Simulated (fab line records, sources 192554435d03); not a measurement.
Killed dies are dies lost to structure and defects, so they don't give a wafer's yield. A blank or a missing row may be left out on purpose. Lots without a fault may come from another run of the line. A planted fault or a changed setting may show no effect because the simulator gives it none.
A struck lot beside a sound one | flow n5_finfet | 15 steps out of a route of 1938
Sound: wafers L915.1, L915.2, L915.4. Struck: wafers L926.2, L926.4, L926.5. The cause comes at the end.
At each step with rows: each side's tool, then ch and its chambers, then its first start. Under that, the readings that differ: sound wafers | struck wafers | difference of the means | sigmas: that difference in standard deviations of wafers without a fault.
alike: readings whose means differ by less than 2 such deviations, and words and numbers that are the same on both sides. not compared: withheld readings, readings that some wafer has no value for, bounds like >300 that may hide the same value, and numbers for which the record gives no deviation and whose values overlap.
The two part at a step that has a row with sigmas, a row that says differs or no value, or rows on one side only. Numbers that don't overlap but have no deviation are shown without sigmas and don't part them. A reading that every wafer of one side lacks parts them only if that side has two wafers or more.

N5_BEOL_M10_ANNEAL_51: time 90 s.
  sound on rtp_anneal-01 ch 0, day 11 11:26; struck on rtp_anneal-02 ch 0, day 13 14:07
  alike: wafer_temp_C_max
N5_BEOL_M10_CMP_52: polishes, stops on SiCOH lowk, t overpolish 7 s, target thk 140 nm.
  sound on cmp-02 ch 1,2,3, day 11 11:44; struck on cmp-01 ch 1,3, day 13 14:22
  reading                      | sound          | struck         | difference | sigmas
  barrier_field_endpoint_s (s) | 29.0 30.2 28.7 | 27.5 28.0 28.3 | -1.4       | -2
  motor_current_A (A)          | 5.3 5.2 5.3    | 6.8 6.4 6.9    | +1.4       | +2
  alike: clearing_platen_rpm, overpolish_run_s, slurry_flow_ml_min, time_to_endpoint_s
N5_BEOL_M10_THK_MEAS_53: measures by xrf.
  sound on film_metro-01, day 11 12:02; struck on film_metro-01, day 13 14:40
  alike: M10_THK
then, 2 steps without rows for these wafers: N5_BEOL_M10_PRE_CLEAN_55 (time 15 s); N5_BEOL_M10_DEP_56 (deposits SiCN from 3MS/NH3, target thk 15 nm, time 26.5 s).
N5_BEOL_M10_RS_MEAS_57: measures by four-point-probe.
  sound on film_metro-01, day 11 12:10; struck on film_metro-01, day 13 14:47
  alike: M10_RS
N5_BEOL_M10_INSPECT_58: inspects for defects (darkfield).
  sound on defect_inspect-02, day 11 12:12; struck on defect_inspect-01, day 13 14:49
  alike: raw_defect_count
N5_BEOL_M11_ILD_DEP_00: deposits SiCOH lowk from DEMS/porogen, target thk 308.51 nm, time 58 s.
  sound on pecvd-03 ch 0,2, day 11 12:14; struck on pecvd-04 ch 0,1, day 13 14:51
  reading            | sound       | struck      | difference | sigmas
  heater_power_w (W) | 278 303 306 | 455 450 384 | +134       | +2
  alike: showerhead_plenum_p_Torr, throttle_valve_pct
N5_BEOL_M11_CURE_71: cures SiCOH lowk, time 240 s.
  sound on uv_cure-03 ch 1, day 11 12:20; struck on uv_cure-01 ch 2, day 13 15:01
  alike: lamp_power_pct, wafer_temp_C_max
N5_BEOL_M11_THK_MEAS_01:
  sound on film_metro-01, day 11 12:51; struck on film_metro-01, day 13 15:27
  alike: M11_ILD_THK
then, 1 step without rows for these wafers: N5_BEOL_M11_PECVD_70 (deposits SiO2 from TEOS/O2, target thk 20 nm, time 22.7 s).
N5_BEOL_M11_HM_DEP_02: deposits TiN, target thk 20 nm.
  sound on pvd_sputter-01, day 11 14:35; struck on pvd_sputter-02, day 13 16:13
  alike: chamber_pressure_pa, throttle_valve_pct
N5_BEOL_M11_COAT_59: time 60 s, resist thk 100 nm.
  sound on litho_track-02 ch 0, day 11 14:43; struck on litho_track-04 ch 0, day 13 16:20
  reading                  | sound                | struck               | difference | sigmas
  heater_power_total_W (W) | 501.4 503.0 499.5    | 518.5 512.7 517.7    | +15.0      | +8
  plate_temp_C (C)         | 249.83 249.70 249.84 | 256.27 256.38 256.26 | +6.51      | +38
  alike: exhaust_pa
then, 1 step without rows for these wafers: N5_BEOL_M11_COAT_60 (time 60 s, resist thk 30 nm).
-- the record jumps here: 2 days lie between the struck wafers' starts before and after (it left off in module BEOL_M11 and takes up again in module PASSIVATION, whose first step shown is number 1936 of the route) --
N5_PASSIVATION_PROBE_49:
  the record has rows for the struck wafers here (prober-02, day 15 17:10) and none for the sound ones

WHERE THEY PART
First at N5_BEOL_M10_CMP_52; last, within this record, at N5_PASSIVATION_PROBE_49.

WHY: what the simulator had put in
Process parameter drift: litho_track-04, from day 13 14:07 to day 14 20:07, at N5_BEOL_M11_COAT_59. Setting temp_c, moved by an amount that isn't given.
